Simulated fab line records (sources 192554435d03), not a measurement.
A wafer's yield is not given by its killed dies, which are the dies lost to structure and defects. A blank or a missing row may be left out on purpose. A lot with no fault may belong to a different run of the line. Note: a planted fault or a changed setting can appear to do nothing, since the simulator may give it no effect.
Chamber matching | flow n5-finfet | N5_BEOL_M0_SAQP_ETCH_88 on rie-diel-04: 4 sister chambers
The step etches underlayer in N2/H2, target depth 6.5 nm, time 5.2 s. 8 wafers are shown with their chamber, then 12 later ones without.

WAFERS PAIRED WITH THEIR CHAMBERS
wafer  | chamber | drypump-motor-current-A (A) | showerhead-plenum-p-Torr (Torr)
L080.6 | 0       | 6.1                         | 2.47
L084.4 | 0       | 6.1                         | 2.46
L088.1 | 1       | 5.5                         | 2.59
L088.2 | 2       | 4.8                         | 2.49
L088.3 | 3       | 4.9                         | 2.52
L091.1 | 2       | 4.9                         | 2.49
L091.3 | 3       | 4.9                         | 2.52
L091.4 | 1       | 5.5                         | 2.59

WAFERS WITHOUT THEIR CHAMBER
wafer  | drypump-motor-current-A (A) | showerhead-plenum-p-Torr (Torr)
L090.2 | 4.8                         | 2.49
L090.3 | 5.0                         | 2.52
L090.6 | 6.0                         | 2.46
L095.1 | 5.5                         | 2.59
L095.2 | 4.9                         | 2.52
L095.3 | 4.8                         | 2.48
L095.4 | 6.0                         | 2.45
L095.5 | 6.0                         | 2.45
L095.6 | 4.9                         | 2.52
L097.1 | 4.8                         | 2.48
L097.2 | 4.9                         | 2.52
L097.5 | 4.9                         | 2.52

CHAMBER TAKEN BY EACH
wafer  | from the rows above | in truth
L090.2 | 2                   | 2
L090.3 | 3                   | 3
L090.6 | 0                   | 0
L095.1 | 1                   | 1
L095.2 | 3                   | 3
L095.3 | 2                   | 2
L095.4 | 0                   | 0
L095.5 | 0                   | 0
L095.6 | 3                   | 3
L097.1 | 2                   | 2
L097.2 | 3                   | 3
L097.5 | 3                   | 3
12 of 12 placed correctly. Can't be placed from these rows: 0. Number placed wrongly: 0.
How it was worked out, from the rows above alone: a wafer's distance from a chamber is the root of the sum, over the readings, of the square of ((its reading less the chamber's mean) divided by the reading's scatter). If the next closest chamber is less than 2 further off than the closest, the wafer can't be placed; otherwise it belongs to the closest. For every chamber, the mean is computed from those of its wafers that are shown. The scatter: take each reading less its chamber's mean, square it, sum over the shown wafers, divide by the number of wafers less the number of chambers, and take the root.
